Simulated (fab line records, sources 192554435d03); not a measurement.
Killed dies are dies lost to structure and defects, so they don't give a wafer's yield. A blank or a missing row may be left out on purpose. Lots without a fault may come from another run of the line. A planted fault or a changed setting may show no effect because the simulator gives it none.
Chamber matching | flow n5_finfet | N5_BEOL_M4_STRIP_66 on rie_diel-02: 4 sister chambers
The step strips in CF4. 4 wafers are shown with their chamber, then 7 later ones without.

WAFERS WITH THEIR CHAMBER
wafer  | chamber | showerhead_plenum_p_Torr (Torr)
L385.2 | 0       | 1.78
L385.3 | 2       | 1.75
L387.4 | 1       | 1.72
L387.5 | 3       | 1.86

WAFERS WITHOUT THEIR CHAMBER
wafer  | showerhead_plenum_p_Torr (Torr)
L387.6 | 1.78
L399.3 | 1.72
L399.4 | 1.74
L399.5 | 1.72
L400.2 | 1.72
L400.3 | 1.85
L400.5 | 1.77

WHICH CHAMBER EACH WENT THROUGH
wafer  | from the rows above     | in truth
L387.6 | 0                       | 0
L399.3 | 1                       | 1
L399.4 | can't be placed: 2 or 1 | 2
L399.5 | 1                       | 1
L400.2 | 1                       | 1
L400.3 | 3                       | 3
L400.5 | can't be placed: 0 or 2 | 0
Placed correctly: 5 of 7. Can't be placed from these rows: 2 (the true chamber is among the candidates in 2). Placed wrongly: 0.
How it was worked out, from the rows above alone: a wafer's distance from a chamber is the root of the sum, over the readings, of the square of ((its reading less the chamber's mean) divided by the reading's scatter). The wafer belongs to the nearest chamber; if the next one is less than 2 further off, it can't be placed. A chamber's mean is the mean of its shown wafers. The scatter: with one shown wafer a chamber, the root of the mean of the squares of how far each hidden wafer lies from its nearest shown one.
